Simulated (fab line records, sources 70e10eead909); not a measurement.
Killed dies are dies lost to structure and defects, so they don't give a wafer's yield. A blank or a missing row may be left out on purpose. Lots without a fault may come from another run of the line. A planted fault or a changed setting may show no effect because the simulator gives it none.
One fault seen from 2 desks | flow nand_harc | each desk has only its own numbers; what lay behind them comes last

THE METROLOGY DESK
What the gauges read, lot by lot, whatever tool the lot ran on: means of the sampled wafers that have a number. A lot is out of limits, marked OUT, if its mean lies more than 4 standard deviations from the usual mean; the brackets give that distance.
Columns: A = thk_nm at NHARC_P_BONDPAD_THK_MEAS_33, usual 200.0 nm; B = cd_nm at NHARC_P_BONDPAD_CD_MEAS_09, usual 500.0 nm
lot  | first seen here | A     | B
L188 | day 6 17:05     | 199.9 | 501.9
L190 | day 6 20:41     | 199.9 | 501.3
L189 | day 7 01:37     | 199.7 | 502.3
L191 | day 7 07:14     | 200.4 | 500.5
L192 | day 7 07:52     | 198.0 | 501.1
L195 | day 8 05:40     | 198.9 | 502.1
L194 | day 8 06:22     | 200.4 | 501.9
L201 | day 9 23:31     | 201.6 | 515.8 (+7.2) OUT
L204 | day 10 14:44    | 200.8 | 517.1 (+7.8) OUT
L208 | day 11 13:58    | 199.9 | 497.2
L210 | day 12 01:57    | 200.1 | 500.6
This desk's finding: out of limits on L201, L204; first on L201, day 10 00:05 (cd_nm at NHARC_P_BONDPAD_CD_MEAS_09). In limits: L188, L190, L189, L191, L192, L195, L194, L208, L210.

THE TOOL OWNER'S DESK: krf_scanner-02
The tool's own readings at NHARC_P_BONDPAD_EXPOSE_06 (exposes mask P BPAD): means of the sampled wafers that have a number, for each lot that ran on this tool. A lot is out of limits, marked OUT, if its mean lies more than 4 standard deviations from the usual mean; the brackets give that distance.
Columns: A = exposure_dose_mJ_cm2 at NHARC_P_BONDPAD_EXPOSE_06, usual 37.02; B = reticle_temp_C at NHARC_P_BONDPAD_EXPOSE_06, usual 22.99 C; C = stage_vel_mm_s at NHARC_P_BONDPAD_EXPOSE_06, usual 500.01 mm/s
lot  | first seen here | A                       | B     | C
L188 | day 6 17:22     | 37.02                   | 22.95 | 500.07
L192 | day 7 08:17     | 36.99                   | 22.91 | 499.72
L194 | day 8 06:47     | 37.00                   | 22.89 | 500.07
L201 | day 9 23:56     | 58.78 (+99 or more) OUT | 23.07 | 500.00
L204 | day 10 15:09    | 55.06 (+99 or more) OUT | 23.09 | 500.03
This desk's finding: out of limits on L201, L204; first on L201, day 9 23:56 (exposure_dose_mJ_cm2 at NHARC_P_BONDPAD_EXPOSE_06). In limits: L188, L192, L194.

PUT TOGETHER
The tool owner's desk could have raised an alarm at day 9 23:56, on L201, L204.
The metrology desk could have raised an alarm at day 10 00:05, on L201, L204.
Of the lots named, all ran NHARC_P_BONDPAD_EXPOSE_06 on krf_scanner-02.

WHAT THE SIMULATOR HAD PUT IN
Process parameter drift: krf_scanner-02, from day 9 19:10 on, at NHARC_P_BONDPAD_EXPOSE_06. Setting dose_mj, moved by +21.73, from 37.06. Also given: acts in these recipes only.
Lots struck among those shown: L201, L204.
Hours from the fault's start to each desk's first reading out of limits: the tool owner's desk, 5; the metrology desk, 5.
